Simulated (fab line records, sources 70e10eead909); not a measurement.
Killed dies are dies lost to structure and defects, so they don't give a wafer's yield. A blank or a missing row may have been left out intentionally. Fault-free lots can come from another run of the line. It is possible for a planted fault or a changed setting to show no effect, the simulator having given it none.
Which tool did it? | flow nandHarc | 24 lots, 72 wafers sampled, at 4 steps of a route of 1159

WHAT THE GAUGES SHOWED, per wafer
NHARC_P_GATE_CD_MEAS_91 targets a cd of 2000 nm. Usual: 1999.1 nm for cdNm, sd 2.1.
lot  | measured     | on       | cdNm (nm)            | flag
L074 | day 5 03:13  | cdSem-01 | 2002.9 1998.7 1998.0 | 
L076 | day 5 21:03  | cdSem-01 | 2001.8 1999.5 1998.4 | 
L075 | day 5 22:02  | cdSem-03 | 2001.4 2002.4 1997.9 | 
L078 | day 6 01:17  | cdSem-03 | 1998.9 1998.5 1998.6 | 
L077 | day 6 05:50  | cdSem-01 | 1998.4 1999.6 2002.8 | 
L079 | day 6 13:31  | cdSem-02 | 1999.5 1999.5 2001.3 | 
L080 | day 6 21:46  | cdSem-02 | 2001.2 2001.5 1999.9 | 
L081 | day 7 04:31  | cdSem-01 | 1996.9 1999.7 2001.2 | 
L082 | day 7 10:11  | cdSem-03 | 1997.8 1996.5 1997.6 | 
L083 | day 7 10:50  | cdSem-01 | 1999.9 1997.2 1996.5 | 
L084 | day 7 15:31  | cdSem-02 | 1997.9 1998.5 1995.6 | 
L088 | day 8 12:12  | cdSem-03 | 2000.8 2000.1 2003.1 | 
L085 | day 8 12:31  | cdSem-02 | 1999.1 1997.6 1998.8 | 
L086 | day 8 12:52  | cdSem-01 | 1997.6 1998.0 2001.3 | 
L087 | day 8 18:50  | cdSem-01 | 1999.0 1995.2 1995.5 | 
L089 | day 9 07:17  | cdSem-01 | 1996.8 1999.0 1996.7 | 
L090 | day 9 07:55  | cdSem-02 | 2001.7 1997.7 2001.0 | 
L091 | day 9 12:35  | cdSem-03 | 1999.9 1999.2 2000.4 | 
L093 | day 10 01:57 | cdSem-01 | 1999.2 1998.7 1999.1 | 
L092 | day 10 02:23 | cdSem-02 | 2001.2 1999.2 1998.2 | 
L095 | day 10 10:53 | cdSem-01 | 2002.5 2000.4 1997.8 | 
L094 | day 10 11:08 | cdSem-03 | 1999.4 1998.5 1996.5 | 
L096 | day 11 02:43 | cdSem-01 | 2004.8 2003.9 2000.6 | 
L097 | day 11 03:10 | cdSem-02 | 1996.1 1996.6 1995.6 | 

NHARC_P_M0_INSPECT_11. Usual: 4.1 for rawDefectCount, sd 2.2.
lot  | measured     | on               | rawDefectCount | flag
L074 | day 5 13:52  | defectInspect-01 | 5 1 6          | 
L076 | day 6 12:51  | defectInspect-02 | 3 2 3          | 
L075 | day 6 13:23  | defectInspect-01 | 4 6 3          | 
L078 | day 6 15:17  | defectInspect-01 | 9 10 6         | 
L077 | day 6 18:50  | defectInspect-02 | 5 6 8          | 
L079 | day 7 03:05  | defectInspect-02 | 2 6 5          | 
L080 | day 7 08:51  | defectInspect-01 | 3 3 2          | 
L081 | day 7 15:56  | defectInspect-01 | 4 4 3          | 
L082 | day 7 19:10  | defectInspect-02 | 5 4 8          | 
L083 | day 7 20:43  | defectInspect-01 | 3 6 4          | 
L084 | day 8 00:32  | defectInspect-01 | 4 4 8          | 
L088 | day 9 01:58  | defectInspect-01 | 1 3 1          | 
L085 | day 9 02:36  | defectInspect-02 | 4 2 4          | 
L086 | day 9 03:10  | defectInspect-02 | 7 1 7          | 
L087 | day 9 04:50  | defectInspect-01 | 7 4 7          | 
L089 | day 9 20:38  | defectInspect-02 | 5 4 1          | 
L090 | day 9 21:13  | defectInspect-01 | 1 4 4          | 
L091 | day 10 00:25 | defectInspect-02 | 2 5 3          | 
L093 | day 10 11:32 | defectInspect-02 | 4 3 4          | 
L092 | day 10 11:57 | defectInspect-02 | 8 4 0          | 
L095 | day 10 23:28 | defectInspect-01 | 5 3 1          | 
L094 | day 10 23:58 | defectInspect-02 | 2 2 1          | 
L096 | day 11 17:20 | defectInspect-01 | 7 8 3          | 
L097 | day 11 18:07 | defectInspect-02 | 7 5 6          | 

EACH LOT AND THE TOOL THAT RAN IT (in order: tool; ch and the chambers of the sampled wafers; start)
lot  | NHARC_P_GATE_STRIP_112              | NHARC_P_CONTACT_ETCH_35
L074 | plasmaAsher-02 ch 0,1, day 5 02:04  | rieDiel-11 ch 0,1, day 5 08:13
L076 | plasmaAsher-02 ch 0,1, day 5 19:56  | rieDiel-11 ch 0,1, day 6 02:06
L075 | plasmaAsher-02 ch 0,1, day 5 20:51  | rieDiel-13 ch 1,2,3, day 6 03:13
L078 | plasmaAsher-01 ch 0,1, day 6 00:10  | rieDiel-01 ch 0,2,3, day 6 06:21
L077 | plasmaAsher-01 ch 0,1, day 6 04:41  | rieDiel-11 ch 1,2,3, day 6 10:53
L079 | plasmaAsher-01 ch 0,1, day 6 12:20  | rieDiel-11 ch 1,2,3, day 6 18:39
L080 | plasmaAsher-02 ch 0,1, day 6 20:41  | rieDiel-13 ch 1,2, day 7 02:43
L081 | plasmaAsher-01 ch 0,1, day 7 03:23  | rieDiel-01 ch 0,3, day 7 09:29
L082 | plasmaAsher-02 ch 0,1, day 7 09:10  | rieDiel-01 ch 0,1,2, day 7 15:10
L083 | plasmaAsher-01 ch 0,1, day 7 09:40  | rieDiel-01 ch 0,3, day 7 16:15
L084 | plasmaAsher-01 ch 0,1, day 7 14:22  | rieDiel-01 ch 2,3, day 7 20:31
L088 | plasmaAsher-02 ch 0,1, day 8 11:01  | rieDiel-01 ch 1,3, day 8 17:14
L085 | plasmaAsher-02 ch 0,1, day 8 11:21  | rieDiel-11 ch 0,1,2, day 8 18:10
L086 | plasmaAsher-01 ch 0,1, day 8 11:41  | rieDiel-13 ch 1,2,3, day 8 18:20
L087 | plasmaAsher-01 ch 1, day 8 17:41    | rieDiel-01 ch 0,1, day 8 23:50
L089 | plasmaAsher-01 ch 0,1, day 9 06:08  | rieDiel-01 ch 0,2,3, day 9 12:25
L090 | plasmaAsher-02 ch 0,1, day 9 06:47  | rieDiel-13 ch 0,2, day 9 13:37
L091 | plasmaAsher-01 ch 0,1, day 9 11:29  | rieDiel-01 ch 0,1, day 9 17:34
L093 | plasmaAsher-02 ch 0,1, day 10 00:44 | rieDiel-13 ch 1,2,3, day 10 07:05
L092 | plasmaAsher-01 ch 0,1, day 10 01:15 | rieDiel-13 ch 0,1,2, day 10 07:56
L095 | plasmaAsher-01 ch 0,1, day 10 09:44 | rieDiel-01 ch 0,3, day 10 16:20
L094 | plasmaAsher-02 ch 0,1, day 10 09:56 | rieDiel-11 ch 0,3, day 10 16:38
L096 | plasmaAsher-02 ch 0,1, day 11 01:29 | rieDiel-11 ch 0,2,3, day 11 07:46
L097 | plasmaAsher-01 ch 0,1, day 11 02:04 | rieDiel-01 ch 2,3, day 11 08:44
- NHARC_P_GATE_STRIP_112: strips in N2/H2, time 200 s.
- NHARC_P_CONTACT_ETCH_35: etches the open film in CF4, target depth 39 nm, time 65 s.

WHAT THE TOOLS THEMSELVES READ (means of the sampled wafers that have a number; where no wafer has one, the mark that the record gives instead)
NHARC_P_GATE_STRIP_112. Usual: drypumpMotorCurrentA 5.61 A, standard deviation 0.3; heaterPowerW 82 W, standard deviation 3.1.
lot  | tool           | drypumpMotorCurrentA (A) | heaterPowerW (W) | flag
L074 | plasmaAsher-02 | 5.77                     | 82               | 
L076 | plasmaAsher-02 | 5.91                     | 81               | 
L075 | plasmaAsher-02 | 5.89                     | 81               | 
L078 | plasmaAsher-01 | 5.52                     | 85               | 
L077 | plasmaAsher-01 | 5.32                     | 82               | 
L079 | plasmaAsher-01 | 5.34                     | 83               | 
L080 | plasmaAsher-02 | 5.88                     | 81               | 
L081 | plasmaAsher-01 | 5.34                     | 82               | 
L082 | plasmaAsher-02 | 5.88                     | 81               | 
L083 | plasmaAsher-01 | 5.50                     | 85               | 
L084 | plasmaAsher-01 | 5.36                     | 83               | 
L088 | plasmaAsher-02 | 5.76                     | 81               | 
L085 | plasmaAsher-02 | 5.79                     | 82               | 
L086 | plasmaAsher-01 | 5.33                     | 83               | 
L087 | plasmaAsher-01 | 5.69                     | 86               | 
L089 | plasmaAsher-01 | 5.35                     | 83               | 
L090 | plasmaAsher-02 | 5.76                     | 81               | 
L091 | plasmaAsher-01 | 5.34                     | 84               | 
L093 | plasmaAsher-02 | 5.75                     | 80               | 
L092 | plasmaAsher-01 | 5.51                     | 85               | 
L095 | plasmaAsher-01 | 5.52                     | 84               | 
L094 | plasmaAsher-02 | 5.76                     | 80               | 
L096 | plasmaAsher-02 | 5.87                     | 78               | 
L097 | plasmaAsher-01 | 5.52                     | 84               | 

NHARC_P_CONTACT_ETCH_35. Usual: drypumpMotorCurrentA 5.6 A, standard deviation 0.62; oesProductAu 1.003 a.u., standard deviation 0.015; rfVppV 151.2 V, standard deviation 1.3; showerheadPlenumPTorr 1.76 Torr, standard deviation 0.077; throttleValvePct 13.285 %, standard deviation 0.01.
lot  | tool       | drypumpMotorCurrentA (A) | oesProductAu (a.u.) | rfVppV (V) | showerheadPlenumPTorr (Torr) | throttleValvePct (%) | flag
L074 | rieDiel-11 | 6.0                      | 1.005               | 151.6      | 1.79                         | 13.283               | 
L076 | rieDiel-11 | 6.0                      | 0.998               | 150.4      | 1.79                         | 13.293               | 
L075 | rieDiel-13 | 5.7                      | 0.998               | 151.4      | 1.79                         | 13.283               | 
L078 | rieDiel-01 | 5.6                      | 1.013               | 151.4      | 1.74                         | 13.287               | 
L077 | rieDiel-11 | 5.3                      | 0.997               | 151.1      | 1.80                         | 13.286               | 
L079 | rieDiel-11 | 5.3                      | 1.004               | 152.0      | 1.80                         | 13.286               | 
L080 | rieDiel-13 | 5.9                      | 1.000               | 151.6      | 1.75                         | 13.281               | 
L081 | rieDiel-01 | 6.2                      | 0.987               | 150.7      | 1.69                         | 13.274               | 
L082 | rieDiel-01 | 5.2                      | 1.015               | 150.9      | 1.74                         | 13.285               | 
L083 | rieDiel-01 | 5.6                      | 1.007               | 150.1      | 1.68                         | 13.289               | 
L084 | rieDiel-01 | 5.5                      | 1.015               | 151.7      | 1.79                         | 13.281               | 
L088 | rieDiel-01 | 6.4                      | 0.985               | 150.0      | 1.71                         | 13.290               | 
L085 | rieDiel-11 | 5.5                      | 1.000               | 151.1      | 1.79                         | 13.269               | 
L086 | rieDiel-13 | 5.7                      | 0.995               | 151.3      | 1.78                         | 13.290               | 
L087 | rieDiel-01 | 5.2                      | 1.012               | 149.3      | 1.69                         | 13.281               | 
L089 | rieDiel-01 | 5.6                      | 1.005               | 150.3      | 1.73                         | 13.284               | 
L090 | rieDiel-13 | 6.0                      | 0.999               | 151.5      | 1.81                         | 13.287               | 
L091 | rieDiel-01 | 5.4                      | 1.012               | 150.8      | 1.71                         | 13.280               | 
L093 | rieDiel-13 | 5.6                      | 0.995               | 151.4      | 1.78                         | 13.282               | 
L092 | rieDiel-13 | 6.0                      | 1.008               | 151.1      | 1.74                         | 13.279               | 
L095 | rieDiel-01 | 5.6                      | 1.012               | 151.0      | 1.67                         | 13.285               | 
L094 | rieDiel-11 | 6.1                      | 1.003               | 151.8      | 1.83                         | 13.288               | 
L096 | rieDiel-11 | 5.7                      | 1.009               | 152.5      | 1.83                         | 13.275               | 
L097 | rieDiel-01 | 5.5                      | 1.007               | 151.9      | 1.78                         | 13.299               | 

THE ANSWER, worked out from the rows above alone
Rule: lot off if the mean of its wafers having a number is beyond 3 standard deviations from the usual mean. Also off: a lot with no number at a reading for which 4 or more lots have one. All remaining lots with rows at the step are treated as sound. After the gauges, taken in route order, come the tools' own readings; for these a lot's mean is taken, as printed above. At the first step where some lot is off, the reading lying furthest off is the one used; lots without a number count as furthest.
No lot is off at any reading shown: from this, nothing can be told.

WHAT THE SIMULATOR HAD PUT IN
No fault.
